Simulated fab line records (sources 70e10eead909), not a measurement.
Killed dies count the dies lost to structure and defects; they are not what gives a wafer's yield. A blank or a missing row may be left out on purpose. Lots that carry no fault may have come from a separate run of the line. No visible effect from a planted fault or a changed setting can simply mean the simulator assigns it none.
Shared-tool check | flow nand-harc | Sampled: 3 lots, 9 wafers

## THE REASON FOR OPENING IT
At NHARC_END_SORT_01 the reading killed-at-periphery is flagged on 2 of 3 lots. No-fault wafers: 3.3, standard deviation 2.8.
Rule: flag the lot when none of its wafers has a number, or when each of its wafers that has one lies beyond 4 standard deviations from that mean. As for the other lots, they are considered sound.

lot  | measured     | on        | killed-at-periphery, wafer by wafer | flag
L855 | day 21 22:28 | prober-01 | 645 634 632                         | FLAGGED
L857 | day 22 06:13 | prober-01 | 647 644 643                         | FLAGGED
L859 | day 22 14:04 | prober-01 | 2 9 6                               |
On average the flagged lots read 640.8, which is +637.5 against the usual, or +99 or more standard deviations.

## TOOL THAT RAN EACH LOT
4 process steps preceding the reading are held in the record, out of 1159 steps in the route. Read each cell as the tool, then ch plus the chambers that the sampled wafers visited, then the start.
lot  | flag    | NHARC_P_CONTACT_ALD_22             | NHARC_P_M0_ECD_22             | NHARC_P_M0_CMP_23            | NHARC_P_M0_PRE_CLEAN_31
L855 | FLAGGED | ald-metal-02 ch 0,1,2, day 7 20:18 | ecd-cu-02 ch 0,1, day 8 04:39 | cmp-03 ch 0,1,2, day 8 05:23 | pecvd-02 ch 0,1,2, day 8 05:56
L857 | FLAGGED | ald-metal-01 ch 1,2,3, day 8 07:23 | ecd-cu-02 ch 0,1, day 8 10:57 | cmp-03 ch 0,2,3, day 8 11:43 | pecvd-04 ch 1,2, day 8 12:14
L859 |         | ald-metal-01 ch 0,1,2, day 9 01:52 | ecd-cu-01 ch 0,1, day 9 05:22 | cmp-04 ch 2,3, day 9 06:04   | pecvd-03 ch 0,2, day 9 06:42
What is done by these steps:
- NHARC_P_CONTACT_ALD_22: deposits TiN, target thk 3 nm, pulse time 1 s, ald cycles 150.
- NHARC_P_M0_ECD_22: material Cu, target thk 400 nm.
- NHARC_P_M0_CMP_23: polishes, t overpolish 20 s, target thk 117.53 nm.
- NHARC_P_M0_PRE_CLEAN_31: time 12 s.
- NHARC_END_SORT_01

## FLAGGED AGAINST TOTAL, ONE TOOL AT A TIME (gauges that did the reading follow at the end)
step                    | tool         | lots run | flagged | share of the flagged lots | sound lots run after its first flagged lot
NHARC_P_CONTACT_ALD_22  | ald-metal-01 | 2        | 1       | some                      | 1 (L859)
NHARC_P_CONTACT_ALD_22  | ald-metal-02 | 1        | 1       | some                      | 0
NHARC_P_M0_ECD_22       | ecd-cu-01    | 1        | 0       | none                      | -
NHARC_P_M0_ECD_22       | ecd-cu-02    | 2        | 2       | all                       | 0
NHARC_P_M0_CMP_23       | cmp-03       | 2        | 2       | all                       | 0
NHARC_P_M0_CMP_23       | cmp-04       | 1        | 0       | none                      | -
NHARC_P_M0_PRE_CLEAN_31 | pecvd-02     | 1        | 1       | some                      | 0
NHARC_P_M0_PRE_CLEAN_31 | pecvd-03     | 1        | 0       | none                      | -
NHARC_P_M0_PRE_CLEAN_31 | pecvd-04     | 1        | 1       | some                      | 0
NHARC_END_SORT_01       | prober-01    | 3        | 2       | all                       | 1 (L859)

## WHAT THE TABLE PERMITS
In the table, 3 rows ran each flagged lot (ecd-cu-02 at NHARC_P_M0_ECD_22; cmp-03 at NHARC_P_M0_CMP_23; prober-01 at NHARC_END_SORT_01).
- ecd-cu-02 at NHARC_P_M0_ECD_22 ran 2 lots, 2 of them flagged. In this sample it ran no sound lot ahead of its first flagged lot, so there is no way to narrow down the start.
- cmp-03 at NHARC_P_M0_CMP_23 ran 2 lots, 2 of them flagged. In this sample it ran no sound lot ahead of its first flagged lot, so there is no way to narrow down the start. Its own readings (time-to-endpoint-s) fall more than 4 standard deviations out on all wafers of the flagged lots.
- prober-01 at NHARC_END_SORT_01 ran 3 lots, 2 of them flagged. Sound lots followed the first flagged one (L859) on it, something a lasting fault affecting the whole tool could not allow.
These 2 tools cannot be told apart by counting lots, since each of them fits a fault that started at some hour. More lots, or a look at what each step does to the wafer, might.

## WHAT HAD BEEN PUT IN BY THE SIMULATOR
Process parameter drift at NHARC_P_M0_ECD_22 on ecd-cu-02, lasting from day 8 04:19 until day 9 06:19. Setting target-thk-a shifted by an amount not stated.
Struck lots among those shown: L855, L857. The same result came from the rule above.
